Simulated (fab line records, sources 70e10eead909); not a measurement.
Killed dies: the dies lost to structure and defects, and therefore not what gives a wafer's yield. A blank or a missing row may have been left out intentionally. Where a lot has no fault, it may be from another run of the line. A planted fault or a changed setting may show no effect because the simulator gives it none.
fab line records	flow nand-harc
[record] lots = 12	wafers = 36	last-day = 34
route steps=1302 shown A_CHANNEL_HOLE_D1@473 A_CHANNEL_FILL_D1@494 END@1302
lots untouched by any fault: they come from a run of this same line in which no faults occurred
start-h: start of the lot's first displayed wafer, in hours after the record's first day	wait-h: hours since the lot's step before	" as in the row above	L1.1+2: one row covering several wafers at once	- no value present, or no start provided	* or withheld: withheld	< > ~ a bound
route shown NAME@n: a module of which the file shows steps, and the number in the route of the first	usual: mean and standard deviation over wafers with no fault	same: alike in all rows	chamber/n: place in a boat	sites: the reading at each site	_std_site: their standard deviation	_edge_site: outer sites' mean less inner sites'	radius-mm: for every site, how far away it sits from the centre of the wafer	mask NAME#n: copy n	behind: the tool/chamber that last shaped the wafer	hold: cause of the lot's hold/its duration in hours/its outcome	device: which transistor (n, p or np) failed to switch	end of line: at the end of the route, the tests of the same wafers	step lacking rows: just its recipe	killed: not the wafer's yield, but the dies lost to structure and defects at the first sort	map: the dies of a wafer, with x for killed, . for not killed, _ for no die there
set.NAME: the setting as run; set.NAME@STEP: as run at that earlier step	model.NAME: the simulator's own value behind a step, which no gauge read
one table for each step of the route and one row for each wafer, over a sample of lots
services: when a tool's chamber went out of use (start-h, in hours from the record's first day, below 0 if earlier), for how many hours, and the reason
[[steps]]
[step NHARC_A_CHANNEL_HOLE_D1_ETCH_21]
[recipe] bias-v = 3000	source-w = withheld	pressure-mtorr = 20	time-s = 514.3	ar-flow-sccm = 375	c4f8-flow-sccm = 89.3	o2-flow-sccm = 35.7	temp-c = -20	target-depth-a = 16000	chemistry = C4F8/O2/Ar
[usual] drypump-motor-current-A = 5.6/0.44	mfc-ar-sccm = 375.2/1.1	showerhead-plenum-p-Torr = 3.69/0.05	throttle-valve-pct = 32.155/0.0096
lot.wafer	tool	chamber	start-h	wait-h	drypump-motor-current-A	mfc-ar-sccm	rf-hours-counter-h	showerhead-plenum-p-Torr	throttle-valve-pct
L370.4	har-etch-02	0	191.54	0.3	6.4	376.6	-	3.76	32.155
L370.5	"	0	"	"	6.3	375.2	-	3.76	32.156
L370.6	"	1	"	"	5.4	374.5	-	3.76	32.149
L372.1	har-etch-01	0	214.72	0.3	5.7	375.0	103	3.72	32.134
L372.3	"	0	"	"	5.7	376.7	-	3.72	32.155
L372.5	"	0	"	"	5.7	375.7	-	3.72	32.151
L373.3	har-etch-02	0	225.82	0.3	6.3	372.4	-	3.75	32.147
L373.5	"	1	"	"	5.4	376.1	-	3.75	32.139
L373.6	"	0	"	"	6.3	374.6	-	3.75	32.159
L381.2	har-etch-02	1	295.40	0.3	5.5	375.4	363	3.73	32.165
L381.1	"	0	"	"	6.3	376.3	363	3.73	32.146
L381.6	"	1	"	"	5.5	374.1	-	3.73	32.145
L380.3	har-etch-01	0	296.94	0.3	5.7	373.4	-	3.70	32.160
L380.5	"	1	"	"	5.1	374.3	-	3.62	32.162
L380.6	"	0	"	"	5.7	374.0	-	3.70	32.147
L383.2	har-etch-02	1	327.29	0.3	5.5	374.7	386	3.72	32.164
L383.5	"	1	"	"	5.4	375.3	-	3.72	32.151
L383.6	"	0	"	"	6.3	374.5	-	3.72	32.159
L385.3	har-etch-02	1	344.08	0.3	5.4	372.7	-	3.71	32.167
L385.5	"	0	"	"	6.3	375.9	-	3.71	32.157
L385.6	"	1	"	"	5.4	376.0	-	3.71	32.147
L386.2	har-etch-02	0	349.37	0.3	6.3	376.1	398	3.71	32.158
L386.1	"	1	"	"	5.4	375.6	398	3.71	32.153
L386.4	"	0	"	"	6.3	375.5	-	3.71	32.126
L389.3	har-etch-01	0	383.68	0.3	5.7	376.3	-	3.67	32.157
L389.6	"	1	"	"	5.1	375.2	-	3.59	32.168
L389.5	"	0	"	"	5.7	374.9	-	3.67	32.151
L390.2	har-etch-01	1	405.22	0.3	5.1	374.7	210	3.59	32.173
L390.1	"	0	"	"	5.7	375.4	210	3.67	32.160
L390.6	"	0	"	"	5.7	376.9	-	3.67	32.162
L391.1	har-etch-02	1	408.93	0.3	5.4	375.0	4	3.70	32.142
L391.2	"	0	"	"	6.3	374.6	4	3.70	32.151
L391.6	"	1	"	"	5.4	375.5	-	3.70	32.164
L392.3	har-etch-01	0	409.54	0.3	5.7	374.1	-	3.66	32.152
L392.4	"	1	"	"	5.1	377.6	-	3.59	32.168
L392.5	"	1	"	"	5.2	375.4	-	3.59	32.165
[step NHARC_A_CHANNEL_HOLE_D1_ETCH_25]
[recipe] bias-v = 5000	source-w = withheld	pressure-mtorr = 20	time-s = 1040.2	ar-flow-sccm = 375	c4f8-flow-sccm = 93.8	o2-flow-sccm = 31.2	temp-c = -20	target-depth-a = 15000	chemistry = C4F8/O2/Ar
[usual] drypump-motor-current-A = 5.6/0.45	mfc-ar-sccm = 375.1/1.1	showerhead-plenum-p-Torr = 3.69/0.05	throttle-valve-pct = 32.234/0.0086
lot.wafer	tool	chamber	start-h	wait-h	drypump-motor-current-A	mfc-ar-sccm	rf-hours-counter-h	showerhead-plenum-p-Torr	throttle-valve-pct
L370.4	har-etch-02	0	194.16	0.7	6.3	373.9	-	3.75	32.232
L370.5	"	0	"	"	6.3	376.0	-	3.76	32.215
L370.6	"	1	"	"	5.4	374.6	-	3.75	32.250
L372.1	har-etch-01	0	217.18	0.6	5.7	376.2	106	3.72	32.220
L372.3	"	0	"	"	5.7	376.9	-	3.72	32.222
L372.5	"	0	"	"	5.7	377.4	-	3.72	32.244
L373.3	har-etch-02	0	228.52	0.7	6.4	374.0	-	3.74	32.234
L373.5	"	1	"	"	5.4	374.6	-	3.74	32.241
L373.6	"	0	"	"	6.3	373.7	-	3.74	32.214
L381.2	har-etch-02	1	297.88	0.6	5.5	375.3	366	3.72	32.219
L381.1	"	0	"	"	6.3	374.3	366	3.72	32.237
L381.6	"	1	"	"	5.5	374.8	-	3.72	32.227
L380.3	har-etch-01	0	299.62	0.7	5.7	373.4	-	3.69	32.229
L380.5	"	1	"	"	5.1	373.7	-	3.61	32.234
L380.6	"	0	"	"	5.7	375.5	-	3.69	32.243
L383.2	har-etch-02	1	329.75	0.6	5.4	375.5	389	3.71	32.240
L383.5	"	1	"	"	5.4	374.9	-	3.71	32.227
L383.6	"	0	"	"	6.3	375.5	-	3.71	32.231
L385.3	har-etch-02	1	346.76	0.7	5.4	374.9	-	3.71	32.234
L385.5	"	0	"	"	6.4	375.0	-	3.71	32.228
L385.6	"	1	"	"	5.4	375.2	-	3.71	32.225
L386.2	har-etch-02	0	351.85	0.7	6.3	375.5	400	3.70	32.225
L386.1	"	1	"	"	5.4	372.0	400	3.70	32.232
L386.4	"	0	"	"	6.4	375.3	-	3.70	32.243
L389.3	har-etch-01	0	386.35	0.7	5.7	375.4	-	3.66	32.216
L389.6	"	1	"	"	5.1	377.1	-	3.59	32.217
L389.5	"	0	"	"	5.7	374.7	-	3.66	32.224
L390.2	har-etch-01	1	407.71	0.6	5.1	374.4	212	3.58	32.244
L390.1	"	0	"	"	5.7	374.9	212	3.66	32.239
L390.6	"	0	"	"	5.7	373.7	-	3.66	32.223
L391.1	har-etch-02	1	411.39	0.6	5.4	372.5	7	3.69	32.242
L391.2	"	0	"	"	6.3	375.6	7	3.69	32.236
L391.6	"	1	"	"	5.4	375.0	-	3.69	32.227
L392.3	har-etch-01	0	412.16	0.7	5.7	375.1	-	3.66	32.240
L392.4	"	1	"	"	5.1	375.3	-	3.58	32.240
L392.5	"	1	"	"	5.1	375.5	-	3.58	32.244
[step NHARC_A_CHANNEL_FILL_D1_ALD_14]
[recipe] target-thk-a = 25	pulse-time-s = 10	ald-cycles = 25	temp-c = 300	material = SiO2
[usual] ald-cycles = 25/0	heater-power-w = 469/68	precursor-pulse-height-rel = 1.000/0.02
lot.wafer	tool	chamber	start-h	wait-h	ald-cycles	heater-power-w	precursor-pulse-height-rel
L370.4	ald-hk-01	0	203.93	0.0	25	401	0.994
L370.6	"	0	"	"	25	411	0.993
L370.5	"	1	"	"	25	460	0.998
L372.3	ald-hk-04	3	227.25	0.0	25	488	1.007
L372.1	"	2	"	"	25	477	1.001
L372.5	"	3	"	"	25	480	0.990
L373.3	ald-hk-04	0	238.06	0.1	25	400	0.979
L373.5	"	0	"	"	25	411	1.022
L373.6	"	1	"	"	25	484	0.983
L381.2	ald-hk-04	1	307.91	0.1	25	484	0.997
L381.1	"	2	"	"	25	500	0.972
L381.6	"	1	"	"	29	482	0.960
L380.3	ald-hk-04	2	308.21	0.4	29	514	1.003
L380.5	"	3	"	"	29	492	1.005
L380.6	"	0	"	"	29	398	1.008
L383.2	ald-hk-01	2	337.88	0.3	25	563	0.971
L383.5	"	2	"	"	25	589	0.997
L383.6	"	3	"	"	25	387	1.008
L385.3	ald-hk-01	1	356.39	0.2	25	443	1.005
L385.5	"	2	"	"	25	593	0.987
L385.6	"	3	"	"	25	381	0.990
L386.1	ald-hk-01	0	362.02	0.0	25	415	1.014
L386.4	"	2	"	"	25	581	0.983
L386.2	"	3	"	"	25	387	0.999
L389.3	ald-hk-01	0	398.49	0.2	25	418	0.962
L389.6	"	1	"	"	25	452	0.971
L389.5	"	2	"	"	25	576	1.017
L390.1	ald-hk-01	3	417.79	0.1	25	387	1.038
L390.2	"	0	"	"	25	422	0.989
L390.6	"	3	"	"	25	376	0.984
L392.4	ald-hk-02	1	421.47	0.1	25	480	1.012
L392.3	"	2	"	"	25	552	0.979
L392.5	"	1	"	"	25	487	1.023
L391.2	ald-hk-01	2	421.47	0.1	25	591	1.006
L391.1	"	0	"	"	25	416	1.012
L391.6	"	1	"	"	25	437	0.992
[step NHARC_A_CHANNEL_FILL_D1_ALD_16]
[recipe] target-thk-a = 15	pulse-time-s = 10	ald-cycles = 15	temp-c = 300	material = SiO2
[usual] ald-cycles = 15/0	heater-power-w = 475/63	precursor-pulse-height-rel = 1.000/0.02
lot.wafer	tool	chamber	start-h	wait-h	ald-cycles	heater-power-w	precursor-pulse-height-rel
L370.4	ald-hk-02	3	209.09	0.0	15	533	0.997
L370.6	"	3	"	"	15	521	0.974
L370.5	"	0	"	"	15	391	0.970
L372.3	ald-hk-04	2	232.45	0.1	15	494	1.004
L372.1	"	0	"	"	15	398	1.029
L372.5	"	2	"	"	15	492	1.027
L373.3	ald-hk-02	2	243.24	0.1	15	571	0.966
L373.5	"	3	"	"	15	522	0.996
L373.6	"	0	"	"	15	380	1.035
L381.1	ald-hk-04	3	313.05	0.0	15	477	1.053
L381.2	"	2	"	"	15	509	0.998
L381.6	"	0	"	"	15	400	0.979
L380.3	ald-hk-02	1	313.12	0.1	15	494	0.990
L380.5	"	2	"	"	15	547	1.013
L380.6	"	3	"	"	15	525	0.999
L383.2	ald-hk-01	0	342.92	0.1	15	420	1.026
L383.6	"	0	"	"	15	419	0.994
L383.5	"	1	"	"	15	454	0.994
L385.3	ald-hk-02	1	361.43	0.0	15	491	1.001
L385.5	"	1	"	"	15	489	1.024
L385.6	"	2	"	"	15	561	0.974
L386.4	ald-hk-04	3	367.68	0.5	15	478	1.038
L386.2	"	1	"	"	15	488	1.010
L386.1	"	2	"	"	15	507	1.024
L389.3	ald-hk-02	1	403.70	0.1	15	500	1.016
L389.6	"	0	"	"	15	394	1.011
L389.5	"	1	"	"	15	495	0.959
L390.2	ald-hk-04	3	422.93	0.0	15	490	0.996
L390.1	"	1	"	"	15	490	0.990
L390.6	"	0	"	"	15	401	0.981
L392.4	ald-hk-04	3	426.64	0.1	15	490	1.006
L392.3	"	0	"	"	15	404	1.032
L392.5	"	3	"	"	15	487	1.008
L391.2	ald-hk-04	0	426.78	0.2	15	403	0.972
L391.1	"	2	"	"	15	504	0.973
L391.6	"	1	"	"	15	498	0.967
[step NHARC_END_SORT_01]
[recipe] temp-c = 25
[usual] killed-at-array = 57/17	killed-at-other = 0.5/0.82	killed-at-periphery = 4.0/2.8	killed-dies = 61/18	killed-open = 2.9/2	killed-short = 2.3/1.7
[same] gross-dies = 677
lot.wafer	tool	chamber	start-h	wait-h	killed-at-array	killed-at-other	killed-at-periphery	killed-dies	killed-open	killed-short
L370.4	prober-02	0	579.54	3.4	66	0	3	69	3	3
L370.5	prober-02	0	580.35	3.7	72	0	1	73	0	2
L370.6	prober-02	0	581.16	4.0	69	1	1	71	1	3
L373.3	prober-02	0	608.49	3.1	59	1	6	66	3	1
L373.5	prober-02	0	610.11	3.7	67	0	4	71	4	1
L373.6	prober-02	0	610.92	4.1	64	2	1	67	3	1
L372.1	prober-01	0	614.61	2.5	64	1	4	69	2	1
L372.3	prober-01	0	616.20	3.1	65	0	4	69	6	3
L372.5	prober-01	0	617.78	3.7	66	0	5	71	1	2
L381.1	prober-02	0	686.14	2.5	88	0	4	92	3	4
L381.2	prober-02	0	686.93	2.8	78	2	3	83	1	3
L381.6	prober-02	0	690.11	4.0	68	0	2	70	3	3
L380.3	prober-02	0	696.00	3.1	43	0	11	54	3	3
L380.5	prober-02	0	697.57	3.6	44	0	6	50	0	2
L380.6	prober-02	0	698.35	3.9	42	1	7	50	5	1
L383.2	prober-02	0	710.94	2.8	31	0	4	35	5	3
L383.5	prober-02	0	713.32	3.7	37	0	1	38	1	0
L383.6	prober-02	0	714.12	4.0	47	0	4	51	0	3
L386.1	prober-02	0	717.91	2.5	75	0	9	84	5	1
L386.2	prober-02	0	718.70	2.8	87	0	8	95	1	1
L386.4	prober-02	0	720.29	3.4	98	0	4	102	0	0
L385.3	prober-01	0	719.62	3.1	53	0	3	56	2	0
L385.5	prober-01	0	721.23	3.7	77	0	4	81	7	5
L385.6	prober-01	0	722.03	4.0	51	0	2	53	3	1
L389.3	prober-01	0	774.16	3.1	60	1	2	63	1	1
L389.5	prober-01	0	775.80	3.8	66	0	4	70	4	1
L389.6	prober-01	0	776.62	4.1	61	3	1	65	3	1
L391.1	prober-02	0	792.92	2.5	77	1	6	84	5	6
L391.2	prober-02	0	793.71	2.8	58	0	4	62	3	1
L391.6	prober-02	0	796.87	4.0	58	1	1	60	2	3
L390.1	prober-02	0	803.20	2.5	68	0	8	76	1	4
L390.2	prober-02	0	804.00	2.8	62	0	11	73	8	1
L390.6	prober-02	0	807.24	4.0	81	0	7	88	0	3
L392.3	prober-01	0	804.77	3.1	31	0	1	32	4	0
L392.4	prober-01	0	805.57	3.4	41	2	9	52	4	5
L392.5	prober-01	0	806.38	3.7	35	2	3	40	0	1
// killed by level:class
L370.4 A_CHANNEL_HOLE_D1:chamber-film-flake=30 A_CHANNEL_HOLE_D2:chamber-film-flake=21 A_CONTACT:chamber-film-flake=4 P_GATE:chamber-film-flake=2 A_SOURCE_PLATE:geometric-particle:open=1 A_CHANNEL_FILL_D1:geometric-particle:open=1 A_DECK1_JOINT:geometric-particle:short=1 A_ONON_D2:geometric-particle:open=1
L370.5 A_CHANNEL_HOLE_D1:chamber-film-flake=35 A_CHANNEL_HOLE_D2:chamber-film-flake=19 A_STAIRCASE:chamber-film-flake=4 A_CONTACT:chamber-film-flake=4 A_WL_FILL:chamber-film-flake=3 A_DECK1_JOINT:chamber-film-flake=2 A_SGD_CUT:chamber-film-flake=2 A_CHANNEL_FILL_D2:geometric-particle:short=1
L370.6 A_CHANNEL_HOLE_D2:chamber-film-flake=37 A_CHANNEL_HOLE_D1:chamber-film-flake=18 A_CONTACT:chamber-film-flake=6 A_WL_FILL:geometric-particle:short=2 A_STAIRCASE:chamber-film-flake=2 A_CHANNEL_FILL_D2:geometric-particle:short=1 A_M0:geometric-particle:open=1 P_GATE:chamber-film-flake=1
L373.3 A_CHANNEL_HOLE_D2:chamber-film-flake=24 A_CHANNEL_HOLE_D1:chamber-film-flake=22 A_SLIT:chamber-film-flake=4 P_STI:chamber-film-flake=3 A_CONTACT:chamber-film-flake=3 A_CHANNEL_FILL_D1:chamber-film-flake=2 P_M0:geometric-particle:open=1 A_CONTACT:geometric-particle:open=1
L373.5 A_CHANNEL_HOLE_D2:chamber-film-flake=32 A_CHANNEL_HOLE_D1:chamber-film-flake=21 A_CONTACT:chamber-film-flake=5 A_STAIRCASE:chamber-film-flake=3 P_GATE:chamber-film-flake=2 P_M2:geometric-particle:open=1 A_SOURCE_PLATE:geometric-particle:open=1 A_CHANNEL_FILL_D2:geometric-particle:short=1
L373.6 A_CHANNEL_HOLE_D1:chamber-film-flake=33 A_CHANNEL_HOLE_D2:chamber-film-flake=19 A_CONTACT:chamber-film-flake=6 A_M0:geometric-particle:open=2 THIN_TSV:chamber-film-flake=2 A_CHANNEL_FILL_D2:geometric-particle:open=1 A_STAIRCASE:geometric-particle:short=1 P_STI:chamber-film-flake=1
L372.1 A_CHANNEL_HOLE_D2:chamber-film-flake=29 A_SLIT:chamber-film-flake=28 A_CHANNEL_HOLE_D1:chamber-film-flake=5 P_ZERO_WELL:chamber-film-flake=2 P_CONTACT:chamber-film-flake=2 A_SGD_CUT:geometric-particle:open=1 A_M0:geometric-particle:open=1 STARTING-WAFER:geometric-particle:short=1
L372.3 A_SLIT:chamber-film-flake=27 A_CHANNEL_HOLE_D2:chamber-film-flake=19 A_CONTACT:chamber-film-flake=5 A_M0:geometric-particle:open=3 A_CHANNEL_HOLE_D1:chamber-film-flake=2 P_M2:geometric-particle:short=1 A_DECK1_JOINT:geometric-particle:short=1 A_ONON_D2:geometric-particle:open=1
L372.5 A_CHANNEL_HOLE_D2:chamber-film-flake=32 A_SLIT:chamber-film-flake=26 A_CONTACT:chamber-film-flake=3 P_ZERO_WELL:chamber-film-flake=2 P_M0:geometric-particle:short=1 A_CHANNEL_HOLE_D1:geometric-particle:short=1 A_ONON_D2:geometric-particle:open=1 P_GATE:chamber-film-flake=1
L381.1 A_CHANNEL_HOLE_D1:chamber-film-flake=39 A_SLIT:chamber-film-flake=27 A_CHANNEL_HOLE_D2:chamber-film-flake=12 A_CHANNEL_FILL_D2:chamber-film-flake=2 A_STAIRCASE:chamber-film-flake=2 P_CONTACT:geometric-particle:open=1 P_M1:geometric-particle:open=1 A_SOURCE_PLATE:geometric-particle:short=1
L381.2 A_SLIT:chamber-film-flake=35 A_CHANNEL_HOLE_D1:chamber-film-flake=26 A_CHANNEL_HOLE_D2:chamber-film-flake=8 P_CONTACT:chamber-film-flake=2 A_DECK1_JOINT:chamber-film-flake=2 A_STAIRCASE:chamber-film-flake=2 THIN_TSV:chamber-film-flake=2 P_GATE:geometric-particle:short=1
L381.6 A_SLIT:chamber-film-flake=27 A_CHANNEL_HOLE_D1:chamber-film-flake=24 A_CHANNEL_HOLE_D2:chamber-film-flake=9 A_BLC:chamber-film-flake=3 P_CONTACT:geometric-particle:short=1 P_M1:geometric-particle:open=1 A_ONON_D1:geometric-particle:open=1 A_CHANNEL_HOLE_D1:geometric-particle:short=1
L380.3 A_SLIT:chamber-film-flake=30 A_CHANNEL_HOLE_D1:chamber-film-flake=6 P_CONTACT:chamber-film-flake=5 P_ZERO_WELL:chamber-film-flake=3 P_STI:chamber-film-flake=2 P_CONTACT:geometric-particle:short=1 A_SOURCE_PLATE:geometric-particle:open=1 A_CHANNEL_FILL_D1:geometric-particle:short=1
L380.5 A_SLIT:chamber-film-flake=30 A_CHANNEL_HOLE_D1:chamber-film-flake=5 P_CONTACT:chamber-film-flake=4 A_WL_FILL:chamber-film-flake=4 A_CONTACT:chamber-film-flake=3 P_ZERO_WELL:chamber-film-flake=2 A_CHANNEL_HOLE_D1:geometric-particle:short=1 A_DECK1_JOINT:geometric-particle:short=1
L380.6 A_SLIT:chamber-film-flake=30 P_CONTACT:chamber-film-flake=5 A_CONTACT:chamber-film-flake=4 A_CHANNEL_FILL_D2:geometric-particle:open=2 A_STAIRCASE:chamber-film-flake=2 A_WL_FILL:chamber-film-flake=2 P_CONTACT:geometric-particle:open=1 P_M1:geometric-particle:open=1
L383.2 A_CHANNEL_HOLE_D1:chamber-film-flake=16 A_M0:chamber-film-flake=3 A_STAIRCASE:chamber-film-flake=2 A_SLIT:chamber-film-flake=2 P_GATE:geometric-particle:short=1 P_CONTACT:geometric-particle:open=1 A_CHANNEL_FILL_D1:geometric-particle:short=1 A_DECK1_JOINT:geometric-particle:open=1
L383.5 A_CHANNEL_HOLE_D1:chamber-film-flake=19 A_M0:chamber-film-flake=6 A_CHANNEL_FILL_D1:chamber-film-flake=3 A_STAIRCASE:chamber-film-flake=3 A_CONTACT:chamber-film-flake=3 A_BLC:geometric-particle:open=1 P_M1:chamber-film-flake=1 A_ZERO_WELL:chamber-film-flake=1
L383.6 A_CHANNEL_HOLE_D1:chamber-film-flake=33 A_SLIT:chamber-film-flake=3 A_ONON_D2:geometric-particle:short=2 P_STI:chamber-film-flake=2 A_STAIRCASE:chamber-film-flake=2 A_M1:geometric-particle:short=1 P_GATE:chamber-film-flake=1 P_M1:chamber-film-flake=1
L386.1 A_SLIT:chamber-film-flake=31 A_CHANNEL_HOLE_D2:chamber-film-flake=21 A_CHANNEL_HOLE_D1:chamber-film-flake=14 A_CONTACT:chamber-film-flake=4 P_GATE:chamber-film-flake=3 P_M1:chamber-film-flake=3 P_GATE:geometric-particle:open=1 P_M0:geometric-particle:open=1
L386.2 A_CHANNEL_HOLE_D1:chamber-film-flake=33 A_SLIT:chamber-film-flake=32 A_CHANNEL_HOLE_D2:chamber-film-flake=16 P_GATE:chamber-film-flake=3 P_M1:chamber-film-flake=3 A_CONTACT:chamber-film-flake=3 P_STI:geometric-particle:short=1 P_CONTACT:geometric-particle:open=1
L385.3 A_CHANNEL_HOLE_D2:chamber-film-flake=26 A_CHANNEL_HOLE_D1:chamber-film-flake=17 P_M1:chamber-film-flake=3 A_SLIT:chamber-film-flake=3 A_STAIRCASE:chamber-film-flake=2 A_SOURCE_PLATE:geometric-particle:open=1 A_BLC:geometric-particle:open=1 A_WL_FILL:chamber-film-flake=1
L386.4 A_CHANNEL_HOLE_D1:chamber-film-flake=34 A_SLIT:chamber-film-flake=32 A_CHANNEL_HOLE_D2:chamber-film-flake=24 A_CONTACT:chamber-film-flake=5 P_GATE:chamber-film-flake=3 A_STAIRCASE:chamber-film-flake=2 P_ZERO_WELL:chamber-film-flake=1 A_CHANNEL_FILL_D2:chamber-film-flake=1
L385.5 A_CHANNEL_HOLE_D1:chamber-film-flake=33 A_CHANNEL_HOLE_D2:chamber-film-flake=28 A_CONTACT:chamber-film-flake=4 A_ONON_D2:geometric-particle:open=3 A_SLIT:chamber-film-flake=2 P_M0:geometric-particle:short=1 P_M1:geometric-particle:open=1 A_SOURCE_PLATE:geometric-particle:open=1
L385.6 A_CHANNEL_HOLE_D2:chamber-film-flake=24 A_CHANNEL_HOLE_D1:chamber-film-flake=20 A_CONTACT:chamber-film-flake=2 P_M0:geometric-particle:open=1 A_CHANNEL_FILL_D1:geometric-particle:open=1 A_SGD_CUT:geometric-particle:open=1 A_WL_FILL:geometric-particle:short=1 P_M1:chamber-film-flake=1
L389.3 A_SLIT:chamber-film-flake=33 A_CHANNEL_HOLE_D1:chamber-film-flake=13 A_CONTACT:chamber-film-flake=3 A_CHANNEL_HOLE_D2:chamber-film-flake=3 A_WL_FILL:chamber-film-flake=3 A_SGD_CUT:chamber-film-flake=2 P_M0:geometric-particle:short=1 A_CONTACT:geometric-particle:open=1
L389.5 A_SLIT:chamber-film-flake=34 A_CHANNEL_HOLE_D1:chamber-film-flake=19 A_CHANNEL_HOLE_D2:chamber-film-flake=4 P_BONDPAD:chamber-film-flake=2 A_STAIRCASE:chamber-film-flake=2 A_CONTACT:chamber-film-flake=2 P_CONTACT:geometric-particle:open=1 P_M2:geometric-particle:short=1
L389.6 A_SLIT:chamber-film-flake=35 A_CHANNEL_HOLE_D1:chamber-film-flake=14 A_STAIRCASE:chamber-film-flake=4 A_CONTACT:chamber-film-flake=3 THIN_TSV:chamber-film-flake=3 A_ONON_D1:geometric-particle:open=2 A_CHANNEL_FILL_D1:geometric-particle:short=1 A_DECK1_JOINT:geometric-particle:open=1
L391.1 A_CHANNEL_HOLE_D2:chamber-film-flake=34 A_CONTACT:chamber-film-flake=19 A_SLIT:chamber-film-flake=5 A_M1:chamber-film-flake=4 A_CHANNEL_FILL_D1:chamber-film-flake=3 P_ZERO_WELL:chamber-film-flake=2 P_CONTACT:geometric-particle:short=1 P_CONTACT:geometric-particle:open=1
L391.2 A_CHANNEL_HOLE_D2:chamber-film-flake=28 A_CONTACT:chamber-film-flake=14 A_SLIT:chamber-film-flake=5 A_CHANNEL_FILL_D1:chamber-film-flake=2 A_DECK1_JOINT:chamber-film-flake=2 A_STAIRCASE:chamber-film-flake=2 A_WL_FILL:chamber-film-flake=2 P_GATE:geometric-particle:open=1
L391.6 A_CHANNEL_HOLE_D2:chamber-film-flake=24 A_CONTACT:chamber-film-flake=15 A_SLIT:chamber-film-flake=7 A_CHANNEL_FILL_D1:geometric-particle:short=2 A_CHANNEL_HOLE_D1:chamber-film-flake=2 A_CHANNEL_FILL_D1:chamber-film-flake=2 A_M1:chamber-film-flake=2 A_CHANNEL_FILL_D1:geometric-particle:open=1
L390.1 A_CHANNEL_HOLE_D2:chamber-film-flake=22 A_SLIT:chamber-film-flake=21 A_CHANNEL_HOLE_D1:chamber-film-flake=8 P_CONTACT:chamber-film-flake=4 A_STAIRCASE:chamber-film-flake=4 P_ZERO_WELL:chamber-film-flake=3 A_WL_FILL:chamber-film-flake=3 A_CONTACT:chamber-film-flake=3
L390.2 A_CHANNEL_HOLE_D2:chamber-film-flake=22 A_SLIT:chamber-film-flake=15 A_CHANNEL_HOLE_D1:chamber-film-flake=9 P_CONTACT:chamber-film-flake=4 A_M0:geometric-particle:open=3 P_ZERO_WELL:chamber-film-flake=3 A_ZERO_WELL:chamber-film-flake=3 A_CONTACT:chamber-film-flake=3
L392.3 A_CHANNEL_HOLE_D1:chamber-film-flake=15 A_SLIT:chamber-film-flake=4 A_CHANNEL_HOLE_D2:chamber-film-flake=3 A_CONTACT:chamber-film-flake=3 A_M1:chamber-film-flake=2 P_M0:geometric-particle:open=1 A_ONON_D1:geometric-particle:open=1 A_CHANNEL_FILL_D1:geometric-particle:open=1
L392.4 A_CHANNEL_HOLE_D1:chamber-film-flake=19 A_SLIT:chamber-film-flake=6 A_CONTACT:chamber-film-flake=6 P_CONTACT:geometric-particle:open=3 P_M2:chamber-film-flake=3 P_ZERO_WELL:chamber-film-flake=2 A_M1:chamber-film-flake=2 THIN_TSV:chamber-film-flake=2
L392.5 A_CHANNEL_HOLE_D1:chamber-film-flake=20 A_CONTACT:chamber-film-flake=7 A_SLIT:chamber-film-flake=4 THIN_TSV:chamber-film-flake=2 A_CHANNEL_HOLE_D2:geometric-particle:short=1 P_ZERO_WELL:chamber-film-flake=1 P_GATE:chamber-film-flake=1 P_M2:chamber-film-flake=1
L390.6 A_SLIT:chamber-film-flake=31 A_CHANNEL_HOLE_D2:chamber-film-flake=20 A_CHANNEL_HOLE_D1:chamber-film-flake=18 A_STAIRCASE:chamber-film-flake=6 P_CONTACT:chamber-film-flake=5 P_ZERO_WELL:chamber-film-flake=2 A_CONTACT:chamber-film-flake=2 A_ONON_D1:geometric-particle:short=1
[[services]]
tool	chamber	start-h	hours	kind
ald-hk-02	-	170.00	10.0	pm
ald-hk-04	-	257.13	10.0	pm
ald-hk-04	0	257.13	10.0	vent-cycle
ald-hk-04	1	257.13	10.0	vent-cycle
ald-hk-04	2	257.13	10.0	vent-cycle
ald-hk-04	3	257.13	10.0	vent-cycle
ald-hk-04	0	267.13	-	clean
ald-hk-04	1	267.13	-	clean
ald-hk-04	2	267.13	-	clean
ald-hk-04	3	267.13	-	clean
ald-hk-04	-	277.71	0.5	repair
ald-hk-01	-	296.05	10.0	pm
ald-hk-01	0	296.05	10.0	vent-cycle
ald-hk-01	1	296.05	10.0	vent-cycle
ald-hk-01	2	296.05	10.0	vent-cycle
ald-hk-01	3	296.05	10.0	vent-cycle
ald-hk-02	-	348.47	10.0	pm
har-etch-02	-	377.00	17.0	pm
har-etch-02	0	377.00	17.0	vent-cycle
har-etch-02	1	377.00	17.0	vent-cycle
har-etch-02	0	394.00	-	clean
har-etch-02	0	394.00	-	consumable-replace:focus-ring
har-etch-02	1	394.00	-	clean
har-etch-02	1	394.00	-	consumable-replace:focus-ring
[[key]]
[first-sign] step = NHARC_A_CHANNEL_FILL_D1_ALD_14	reading = ald-cycles	direction = up	sigmas = 99+	usual = 25	struck = 29
effect none on later readings
met-at NHARC_A_CHANNEL_FILL_D1_ALD_14
struck-lots L380,L381
struck-wafers L380.3,L380.5,L380.6,L381.6
tester-left-out L380,L381
not-acting-at NHARC_A_CHANNEL_HOLE_D1_ETCH_21,NHARC_A_CHANNEL_HOLE_D1_ETCH_25,NHARC_A_CHANNEL_FILL_D1_ALD_16
onset-between 238.06 307.91
[fault] kind = process-parameter-drift	tool = ald-hk-04	chamber = -	onset-h = 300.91	steps = NHARC_A_CHANNEL_FILL_D1_ALD_14	channel = ald-cycles	offset = 4	shape = step	end-h = 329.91	scope = struck-wafers-only	acts-in = these-recipes-only	stated = 25
// tester-left-out: of these lots the tester's yield and bins aren't shown, on N5 and GAA mostly nor the transistor test; their killed dies are dies lost to structure and defects alone, not to doping, threshold or leakage, so they don't give the yield
